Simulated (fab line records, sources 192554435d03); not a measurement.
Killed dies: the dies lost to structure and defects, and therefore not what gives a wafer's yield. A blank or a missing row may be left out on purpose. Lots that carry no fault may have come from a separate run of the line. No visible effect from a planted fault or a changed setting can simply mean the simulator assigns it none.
Matching of chambers :: flow n5-finfet :: N5_DUMMY_GATE_HM_OPEN_21 on rie-diel-03 has 4 sister chambers
The step chemistry CH3F/O2, target SiNx, target depth 120 nm, time 171.4 s. 8 wafers are shown with their chamber, then 8 later ones without.

## EACH WAFER AND ITS CHAMBER
wafer: L083.1
chamber: 3
showerhead-plenum-p-Torr (Torr): 2.08
rf-vpp-V (V): 309

wafer: L083.5
chamber: 1
showerhead-plenum-p-Torr (Torr): 2.08
rf-vpp-V (V): 298

wafer: L084.2
chamber: 2
showerhead-plenum-p-Torr (Torr): 1.93
rf-vpp-V (V): 307

wafer: L084.6
chamber: 0
showerhead-plenum-p-Torr (Torr): 2.10
rf-vpp-V (V): 295

wafer: L086.2
chamber: 3
showerhead-plenum-p-Torr (Torr): 2.08
rf-vpp-V (V): 309

wafer: L086.3
chamber: 2
showerhead-plenum-p-Torr (Torr): 1.93
rf-vpp-V (V): 304

wafer: L086.6
chamber: 1
showerhead-plenum-p-Torr (Torr): 2.07
rf-vpp-V (V): 298

wafer: L087.1
chamber: 0
showerhead-plenum-p-Torr (Torr): 2.10
rf-vpp-V (V): 295

## WAFERS WITH NO CHAMBER GIVEN
wafer: L087.2
showerhead-plenum-p-Torr (Torr): 2.07
rf-vpp-V (V): 297

wafer: L087.5
showerhead-plenum-p-Torr (Torr): 2.08
rf-vpp-V (V): 308

wafer: L088.1
showerhead-plenum-p-Torr (Torr): 2.10
rf-vpp-V (V): 295

wafer: L088.5
showerhead-plenum-p-Torr (Torr): 2.10
rf-vpp-V (V): 294

wafer: L088.6
showerhead-plenum-p-Torr (Torr): 2.07
rf-vpp-V (V): 299

wafer: L090.1
showerhead-plenum-p-Torr (Torr): 2.10
rf-vpp-V (V): 294

wafer: L090.4
showerhead-plenum-p-Torr (Torr): 2.10
rf-vpp-V (V): 295

wafer: L090.5
showerhead-plenum-p-Torr (Torr): 2.08
rf-vpp-V (V): 309

## EACH ONE'S CHAMBER
wafer: L087.2
from the rows above: 1
in truth: 1

wafer: L087.5
from the rows above: 3
in truth: 3

wafer: L088.1
from the rows above: 0
in truth: 0

wafer: L088.5
from the rows above: 0
in truth: 0

wafer: L088.6
from the rows above: 1
in truth: 1

wafer: L090.1
from the rows above: 0
in truth: 0

wafer: L090.4
from the rows above: 0
in truth: 0

wafer: L090.5
from the rows above: 3
in truth: 3
Correct placement for 8 of the 8. From these rows, 0 cannot be placed. Placed wrongly: 0.
How it was worked out, from the rows above alone: a wafer's distance from a chamber is the root of the sum, over the readings, of the square of ((its reading less the chamber's mean) divided by the reading's scatter). The wafer belongs to the nearest chamber; if the next one is less than 2 further off, it can't be placed. For every chamber, the mean is computed from those of its wafers that are shown. The scatter is the square root of a quotient: the sum, over the shown wafers, of each reading's squared deviation from its chamber's mean, divided by wafers minus chambers.
